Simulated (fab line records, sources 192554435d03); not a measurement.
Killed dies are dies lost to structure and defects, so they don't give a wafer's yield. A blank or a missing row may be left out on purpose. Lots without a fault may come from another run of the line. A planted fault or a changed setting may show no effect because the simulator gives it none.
Split-lot experiment | flow n5_finfet | 7 lots, 21 wafers read, on a route of 1938 steps

THE SPLIT
At N5_DUMMY_GATE_COAT_28 (time 60 s, resist thk 10 nm), the setting spin_rpm was moved away from the recipe's 1500 rpm on 9 of the 21 wafers read, by -10.5% to +8.0%. The other wafers ran this setting at the recipe's value.

The reading is taken at the split's own step.

THE READING
underlayer_of_DUMMY_GATE_COAT_28.thk_nm (the simulator's own value, which no gauge read), in nm, at N5_DUMMY_GATE_COAT_28 (time 60 s, resist thk 10 nm). The file gives no usual value for it.

wafer  | tool, chamber at the split | spin_rpm as run, rpm | against the recipe | underlayer_of_DUMMY_GATE_COAT_28.thk_nm, nm | against lot-mates on the recipe
L074.2 | litho_track-03, 0          | 1500                 | recipe             | 10                                          | -
L074.4 | litho_track-03, 0          | 1500                 | recipe             | 10                                          | -
L074.5 | litho_track-03, 0          | 1500                 | recipe             | 10                                          | -
L080.2 | litho_track-04, 0          | 1500                 | recipe             | 10                                          | -
L080.3 | litho_track-04, 0          | 1500                 | recipe             | 10                                          | -
L080.6 | litho_track-04, 0          | 1343                 | -10.5%             | 10.6                                        | +0.6
L083.2 | litho_track-05, 0          | 1585                 | +5.7%              | 9.8                                         | -0.2
L083.5 | litho_track-05, 0          | 1585                 | +5.7%              | 9.8                                         | -0.2
L083.6 | litho_track-05, 0          | 1500                 | recipe             | 10                                          | -
L084.1 | litho_track-03, 0          | 1500                 | recipe             | 10                                          | -
L084.2 | litho_track-03, 0          | 1447                 | -3.5%              | 10.2                                        | +0.2
L084.3 | litho_track-03, 0          | 1447                 | -3.5%              | 10.2                                        | +0.2
L087.2 | litho_track-05, 0          | 1620                 | +8.0%              | 9.6                                         | -0.4
L087.4 | litho_track-05, 0          | 1620                 | +8.0%              | 9.6                                         | -0.4
L087.5 | litho_track-05, 0          | 1500                 | recipe             | 10                                          | -
L092.2 | litho_track-05, 0          | 1500                 | recipe             | 10                                          | -
L092.4 | litho_track-05, 0          | 1500                 | recipe             | 10                                          | -
L092.6 | litho_track-05, 0          | 1500                 | recipe             | 10                                          | -
L094.1 | litho_track-05, 0          | 1500                 | recipe             | 10                                          | -
L094.4 | litho_track-05, 0          | 1429                 | -4.7%              | 10.2                                        | +0.2
L094.5 | litho_track-05, 0          | 1429                 | -4.7%              | 10.2                                        | +0.2

THE FIT
A straight line over all 21 wafers: underlayer_of_DUMMY_GATE_COAT_28.thk_nm changes by -0.0491 nm for each +1% of spin_rpm; r = -0.99; the points scatter about the line by 0.033 nm.
The same after taking each lot's own level away (the mean of its wafers on the recipe; 21 wafers): -0.0491 nm for each +1%; r = -0.99; scatter 0.033 nm.
On that fit, the largest move of spin_rpm shifts the reading by 0.51 nm.
The lots' own levels span 10.00 to 10.00 nm.
So the lot-to-lot level changes the slope little: the two slopes agree.
Check: with one of the wafers moved furthest among these (-10.5%) left out of the fit, the line predicts +0.485 nm for it against its lot-mates. It came out at +0.6 nm against them.

OTHER SPLITS ON THESE WAFERS
These wafers also went through other splits before the reading. Each is held against what the fit with the lots' levels taken away leaves over:
other split on the same wafers         | wafers away from the commonest value | r with underlayer_of_DUMMY_GATE_COAT_28.thk_nm (lot level and that fit taken away)
N5_WELL_APT_PEB_06 peb_time_s          | 8                                    | +0.16
N5_WELL_APT_COAT_19 spin_rpm           | 6                                    | -0.21
N5_PMOS_HMC_CHANNEL_EPI_ETCH_32 bias_w | 5                                    | -0.10
N5_FIN_SAQP_EXPOSE_13 dose_mj          | 3                                    | -0.01

THE FILE'S OWN FIT
underlayer_of_DUMMY_GATE_COAT_28.thk_nm changes by -0.051 nm for each +1% of spin_rpm, r = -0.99.
